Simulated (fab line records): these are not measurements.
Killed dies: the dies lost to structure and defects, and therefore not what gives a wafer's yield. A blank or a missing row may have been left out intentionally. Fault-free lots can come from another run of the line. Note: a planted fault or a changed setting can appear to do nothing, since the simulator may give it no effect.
The tool behind it: which one? | flow n5Finfet | Sampling: 8 lots, 24 wafers, 4 of 1938 route steps

## WHAT EACH GAUGE READ, for each wafer
N5_BEOL_M15_RS_MEAS_54: the measuring method here is four-point-probe. Usual: M15_RS typically reads 0.0215 ohm/sq, with standard deviation 0.00045.
lot  | measured     | on           | M15_RS (ohm/sq)      | flag
L757 | day 12 17:33 | filmMetro-02 | 0.0220 0.0217 0.0219 | 
L758 | day 12 21:07 | filmMetro-02 | 0.0209 0.0214 0.0213 | 
L760 | day 12 21:23 | filmMetro-02 | 0.0216 0.0224 0.0222 | 
L762 | day 13 18:31 | filmMetro-02 | 0.0215 0.0210 0.0216 | 
L763 | day 14 00:06 | filmMetro-02 | 0.0219 0.0212 0.0219 | 
L764 | day 14 06:24 | filmMetro-01 | 0.0213 0.0216 0.0221 | 
L766 | day 14 18:36 | filmMetro-02 | 0.0218 0.0216 0.0222 | 
L768 | day 15 04:38 | filmMetro-02 | 0.0209 0.0220 0.0210 | 

N5_BEOL_M15_RC_MEAS_101. Usual: COMB_M10 1.39e-11 S/m, standard deviation 2.6e-12; COMB_M10_max_site 2e-11 S/m, standard deviation 4e-12; COMB_M11 1.5e-11 S/m, standard deviation 3.3e-12; COMB_M12 6.8e-12 S/m, standard deviation 1.5e-12; COMB_M13 5.3e-12 S/m, standard deviation 1.2e-12; COMB_M14 3.9e-12 S/m, standard deviation 1.1e-12; COMB_M15 2.8e-12 S/m, standard deviation 8.1e-13; COMB_M5 3.7e-11 S/m, standard deviation 6.6e-12; COMB_M6 2.6e-11 S/m, standard deviation 5.1e-12; COMB_M7 2.6e-11 S/m, standard deviation 5e-12; COMB_M7_max_site 3.7e-11 S/m, standard deviation 8.5e-12; COMB_M8 2.5e-11 S/m, standard deviation 4.6e-12; COMB_M9 1.5e-11 S/m, standard deviation 3.4e-12; SERP_M10 3.10 ohm/um, standard deviation 0.072; SERP_M11 3.08 ohm/um, standard deviation 0.079; SERP_M12 0.638 ohm/um, standard deviation 0.015; SERP_M13 0.309 ohm/um, standard deviation 0.007; SERP_M14 0.1620 ohm/um, standard deviation 0.003; SERP_M5 38.5 ohm/um, standard deviation 1.6; SERP_M6 14.1 ohm/um, standard deviation 0.49; SERP_M6_max_site 14.7 ohm/um, standard deviation 0.54; SERP_M7 14.1 ohm/um, standard deviation 0.49; SERP_M8 14.0 ohm/um, standard deviation 0.46; SERP_M9 3.08 ohm/um, standard deviation 0.087.
lot  | measured     | on        | COMB_M10 (S/m)             | COMB_M10_max_site (S/m) | COMB_M11 (S/m)          | COMB_M12 (S/m)           | COMB_M13 (S/m)          | COMB_M14 (S/m)          | COMB_M15 (S/m)          | COMB_M5 (S/m)           | COMB_M6 (S/m)           | COMB_M7 (S/m)           | COMB_M7_max_site (S/m)  | COMB_M8 (S/m)           | COMB_M9 (S/m)           | SERP_M10 (ohm/um) | SERP_M11 (ohm/um) | SERP_M12 (ohm/um) | SERP_M13 (ohm/um) | SERP_M14 (ohm/um)    | SERP_M5 (ohm/um) | SERP_M6 (ohm/um) | SERP_M6_max_site (ohm/um) | SERP_M7 (ohm/um) | SERP_M8 (ohm/um) | SERP_M9 (ohm/um) | flag
L757 | day 12 17:46 | prober-01 | 1.78e-11 1.38e-11 1.69e-11 | 2.3e-11 2.2e-11 2.6e-11 | 1.2e-11 1.6e-11 1.4e-11 | 1.02e-11 9.7e-12 6.6e-12 | 5.7e-12 5.4e-12 5.8e-12 | 3.8e-12 4.8e-12 4.9e-12 | 4e-12 4.3e-12 4.3e-12   | 5e-11 3.6e-11 3.4e-11   | 2.3e-11 3.2e-11 3.1e-11 | 3.7e-11 3.2e-11 2.6e-11 | 5e-11 4.7e-11 3.5e-11   | 2.8e-11 2.3e-11 1.8e-11 | 2.2e-11 1.8e-11 1.5e-11 | 3.13 3.13 3.12    | 3.10 3.14 3.11    | 0.630 0.635 0.631 | 0.301 0.308 0.313 | 0.1599 0.1600 0.1624 | 37.9 37.1 37.3   | 14.4 14.7 14.0   | 15.2 15.0 14.4            | 14.6 14.3 14.5   | 13.3 13.4 13.9   | 3.05 3.13 3.04   | 
L758 | day 12 21:53 | prober-02 | 1.81e-11 1.21e-11 9.7e-12  | 2.4e-11 1.9e-11 1.5e-11 | 9e-12 9e-12 1.3e-11     | 8.4e-12 9.1e-12 5.5e-12  | 7.1e-12 5.1e-12 6e-12   | 3.4e-12 3e-12 3.6e-12   | 2.3e-12 1.6e-12 1.4e-12 | 3.2e-11 4e-11 4.4e-11   | 2.5e-11 2.2e-11 2e-11   | 3.1e-11 2.4e-11 2.6e-11 | 5.8e-11 3.5e-11 3.4e-11 | 2.6e-11 2.6e-11 3e-11   | 1.1e-11 1.2e-11 1.3e-11 | 3.20 3.10 3.12    | 3.10 3.19 3.13    | 0.622 0.650 0.646 | 0.309 0.311 0.298 | 0.1664 0.1629 0.1616 | 38.9 38.6 38.5   | 14.8 14.2 14.5   | 15.4 15.2 15.1            | 13.8 13.4 14.2   | 14.2 13.9 13.7   | 3.16 3.19 3.20   | 
L760 | day 12 22:11 | prober-01 | 1.44e-11 1.57e-11 1.7e-11  | 1.9e-11 2.1e-11 2.1e-11 | 2.1e-11 1.4e-11 1.7e-11 | 6.9e-12 7.6e-12 7.4e-12  | 7.6e-12 5.9e-12 7.8e-12 | 4.9e-12 6.2e-12 5e-12   | 3.4e-12 3.3e-12 3.7e-12 | 4.9e-11 3.8e-11 4.6e-11 | 2.4e-11 2.2e-11 3.3e-11 | 2e-11 2.2e-11 1.8e-11   | 3.1e-11 3e-11 2.1e-11   | 3.1e-11 3.2e-11 2.4e-11 | 1.9e-11 1.9e-11 1.6e-11 | 3.11 3.08 3.11    | 3.12 3.18 3.03    | 0.629 0.636 0.641 | 0.325 0.321 0.306 | 0.1603 0.1594 0.1594 | 38.0 42.0 39.6   | 15.0 14.4 15.0   | 15.6 15.0 15.4            | 15.0 14.6 14.7   | 14.3 13.9 14.7   | 3.15 3.21 3.17   | 
L762 | day 13 18:34 | prober-02 | 2.01e-11 1.03e-11 1.61e-11 | 2.2e-11 1.3e-11 2.1e-11 | 1e-11 8e-12 1.3e-11     | 5.8e-12 4.7e-12 4.9e-12  | 3.6e-12 5.6e-12 5.9e-12 | 3.9e-12 4.8e-12 3.9e-12 | 2.3e-12 2.4e-12 1.9e-12 | 3.2e-11 2.9e-11 3e-11   | 2.7e-11 1.9e-11 2e-11   | 2.4e-11 3.4e-11 2.4e-11 | 3.7e-11 4.5e-11 3.6e-11 | 3.1e-11 3.5e-11 2.5e-11 | 1.2e-11 1.1e-11 1.4e-11 | 3.15 3.07 3.08    | 3.13 3.03 3.11    | 0.642 0.636 0.639 | 0.303 0.313 0.306 | 0.1570 0.1571 0.1589 | 37.5 36.9 36.4   | 13.9 13.6 13.9   | 14.6 13.9 14.6            | 14.1 14.1 14.9   | 14.4 13.7 14.2   | 2.94 3.15 3.11   | 
L763 | day 14 00:09 | prober-02 | 1.53e-11 1.48e-11 1.34e-11 | 1.7e-11 2.1e-11 2e-11   | 1.3e-11 1.4e-11 1.3e-11 | 5.6e-12 5.6e-12 5.2e-12  | 3.6e-12 5.8e-12 4.9e-12 | 4.2e-12 2.9e-12 3.2e-12 | 2.9e-12 2.4e-12 1.6e-12 | 3.2e-11 3.3e-11 3.8e-11 | 2e-11 2e-11 2.8e-11     | 3e-11 3.7e-11 2.6e-11   | 4.3e-11 4.5e-11 3.8e-11 | 2.2e-11 2.3e-11 2.8e-11 | 1.4e-11 1.3e-11 1.5e-11 | 3.19 3.06 3.24    | 3.11 3.16 3.12    | 0.661 0.644 0.655 | 0.309 0.319 0.306 | 0.1627 0.1633 0.1596 | 37.4 39.7 40.2   | 14.2 13.7 14.6   | 14.9 14.0 15.1            | 13.9 14.0 13.2   | 13.7 14.3 14.6   | 3.10 3.08 2.99   | 
L764 | day 14 06:27 | prober-02 | 1.15e-11 2.05e-11 8.6e-12  | 1.5e-11 2.7e-11 1.5e-11 | 1.3e-11 1.2e-11 1.4e-11 | 6.8e-12 6.7e-12 5.4e-12  | 6.1e-12 5.8e-12 4.1e-12 | 4.1e-12 3.1e-12 2.6e-12 | 2.3e-12 1.7e-12 2.3e-12 | 4.7e-11 3.5e-11 4.4e-11 | 2.2e-11 1.3e-11 2.1e-11 | 2.6e-11 2.7e-11 2e-11   | 3.8e-11 3.5e-11 2.8e-11 | 2.7e-11 1.9e-11 1.8e-11 | 1.6e-11 1.5e-11 1.6e-11 | 2.96 3.10 2.95    | 2.98 3.11 3.19    | 0.644 0.644 0.644 | 0.307 0.321 0.313 | 0.1548 0.1608 0.1587 | 39.3 38.9 39.3   | 13.9 12.9 13.7   | 14.3 13.2 14.1            | 14.4 13.9 14.4   | 13.4 13.6 13.6   | 3.10 3.17 3.02   | 
L766 | day 14 18:58 | prober-02 | 1.92e-11 1.31e-11 1.38e-11 | 2.6e-11 2.3e-11 1.5e-11 | 1.3e-11 1.2e-11 1.2e-11 | 5.8e-12 5.4e-12 5.9e-12  | 4.5e-12 4.6e-12 4.4e-12 | 2.2e-12 2.7e-12 3.7e-12 | 2.1e-12 3.1e-12 1.8e-12 | 3.4e-11 2.9e-11 3.1e-11 | 1.5e-11 2.7e-11 2.5e-11 | 2.6e-11 2.4e-11 2.2e-11 | 3.2e-11 2.8e-11 3.7e-11 | 2.5e-11 2.5e-11 2.1e-11 | 1.2e-11 1.6e-11 1.6e-11 | 2.98 3.18 3.11    | 3.03 3.12 3.01    | 0.655 0.637 0.651 | 0.307 0.315 0.308 | 0.1617 0.1593 0.1553 | 37.9 35.7 40.5   | 14.1 13.6 13.7   | 14.5 14.2 14.1            | 13.3 14.6 13.3   | 13.5 13.9 14.6   | 3.01 2.97 3.05   | 
L768 | day 15 04:51 | prober-02 | 1.21e-11 1.23e-11 1.35e-11 | 2.1e-11 2e-11 2.2e-11   | 1.3e-11 1.2e-11 1.7e-11 | 6.3e-12 5.6e-12 8.5e-12  | 5.7e-12 4e-12 5e-12     | 2.8e-12 2.4e-12 3e-12   | 2.7e-12 2.7e-12 2.7e-12 | 4.2e-11 3.3e-11 3.1e-11 | 2.5e-11 2.6e-11 3.3e-11 | 2.2e-11 2.2e-11 2.8e-11 | 2.7e-11 3.8e-11 4.4e-11 | 3.4e-11 2.8e-11 3.2e-11 | 9e-12 1.4e-11 1.4e-11   | 3.15 2.98 3.12    | 3.15 3.06 3.11    | 0.684 0.643 0.670 | 0.318 0.313 0.307 | 0.1617 0.1629 0.1596 | 38.9 36.0 37.1   | 14.2 14.1 14.3   | 14.7 14.5 14.8            | 14.5 14.2 14.6   | 14.1 14.3 14.9   | 3.10 3.03 2.96   | 

## TOOL THAT RAN EACH LOT (tool first, then ch and the chambers of the sampled wafers, then the start)
lot  | N5_BEOL_M12_ETCH_68               | N5_BEOL_M15_DEP_53
L757 | rieDiel-03 ch 1,2, day 11 10:28   | pecvd-04 ch 0,1,2, day 12 17:29
L758 | rieDiel-05 ch 0,1,3, day 11 16:33 | pecvd-03 ch 0,2, day 12 21:03
L760 | rieDiel-01 ch 2,3, day 11 20:50   | pecvd-04 ch 0,2, day 12 21:19
L762 | rieDiel-01 ch 1,2, day 12 22:07   | pecvd-04 ch 1,2, day 13 18:26
L763 | rieDiel-03 ch 0,3, day 13 05:23   | pecvd-04 ch 1, day 14 00:01
L764 | rieDiel-01 ch 0,2,3, day 13 08:08 | pecvd-04 ch 1,2, day 14 06:19
L766 | rieDiel-01 ch 1,3, day 13 19:56   | pecvd-03 ch 1,2, day 14 18:32
L768 | rieDiel-01 ch 1,2,3, day 14 04:37 | pecvd-03 ch 1,2, day 15 04:34
- N5_BEOL_M12_ETCH_68: etches SOC in N2/H2, time 285 s.
- N5_BEOL_M15_DEP_53: deposits SiCN from 3MS/NH3, target thk 50 nm, time 17.8 s.

## AS READ BY THE TOOLS THEMSELVES (means over the sampled wafers that have a number; for cases with no such wafer, the mark the record gives instead)
N5_BEOL_M12_ETCH_68. Usual: drypumpMotorCurrentA 5.7 A, standard deviation 0.48; oesProductAu 0.79 a.u., standard deviation 0.086; rfVppV 524.4 V, standard deviation 2.6; showerheadPlenumPTorr 2.56 Torr, standard deviation 0.093; throttleValvePct 17.64 %, standard deviation 0.25.
lot  | tool       | drypumpMotorCurrentA (A) | oesProductAu (a.u.) | rfVppV (V) | showerheadPlenumPTorr (Torr) | throttleValvePct (%) | flag
L757 | rieDiel-03 | 6.3                      | 0.72                | 526.4      | 2.62                         | 17.92                | 
L758 | rieDiel-05 | 5.6                      | 0.78                | 522.9      | 2.54                         | 17.84                | 
L760 | rieDiel-01 | 5.3                      | 0.79                | 527.5      | 2.67                         | 17.59                | 
L762 | rieDiel-01 | 5.6                      | 0.76                | 525.3      | 2.58                         | 17.62                | 
L763 | rieDiel-03 | 6.3                      | 0.81                | 520.9      | 2.45                         | 17.60                | 
L764 | rieDiel-01 | 5.3                      | 0.80                | 526.6      | 2.65                         | 17.49                | 
L766 | rieDiel-01 | 5.8                      | 0.71                | 522.1      | 2.49                         | 17.66                | 
L768 | rieDiel-01 | 5.5                      | 0.70                | 525.6      | 2.58                         | 17.66                | 

N5_BEOL_M15_DEP_53. Usual: showerheadPlenumPTorr 4.16 Torr, standard deviation 0.038; showerheadVppV 1627 V, standard deviation 75; throttleValvePct 18.1 %, standard deviation 0.96.
lot  | tool     | showerheadPlenumPTorr (Torr) | showerheadVppV (V) | throttleValvePct (%) | flag
L757 | pecvd-04 | 4.18                         | 1612               | 18.0                 | 
L758 | pecvd-03 | 4.17                         | 1679               | 17.6                 | 
L760 | pecvd-04 | 4.18                         | 1661               | 17.3                 | 
L762 | pecvd-04 | 4.17                         | 1621               | 18.6                 | 
L763 | pecvd-04 | 4.15                         | 1572               | 19.3                 | 
L764 | pecvd-04 | 4.17                         | 1628               | 18.6                 | 
L766 | pecvd-03 | 4.16                         | 1711               | 17.2                 | 
L768 | pecvd-03 | 4.16                         | 1723               | 17.1                 | 

## THE ANSWER, worked out from the rows above alone
Rule: a lot counts as off when the mean over its wafers that have a number is more than 3 standard deviations away from the usual mean. Also off: a lot with no number at a reading for which 4 or more lots have one. The other lots that the step has rows for count as sound. Order of review: gauges by route order, followed by the tools' own readings, for which a lot's mean as printed above is used. At the first step where some lot is off, the reading lying furthest off is the one used; lots without a number count as furthest.
None of the lots is off at any reading shown; this tells nothing.

## WHAT WAS PUT IN BY THE SIMULATOR
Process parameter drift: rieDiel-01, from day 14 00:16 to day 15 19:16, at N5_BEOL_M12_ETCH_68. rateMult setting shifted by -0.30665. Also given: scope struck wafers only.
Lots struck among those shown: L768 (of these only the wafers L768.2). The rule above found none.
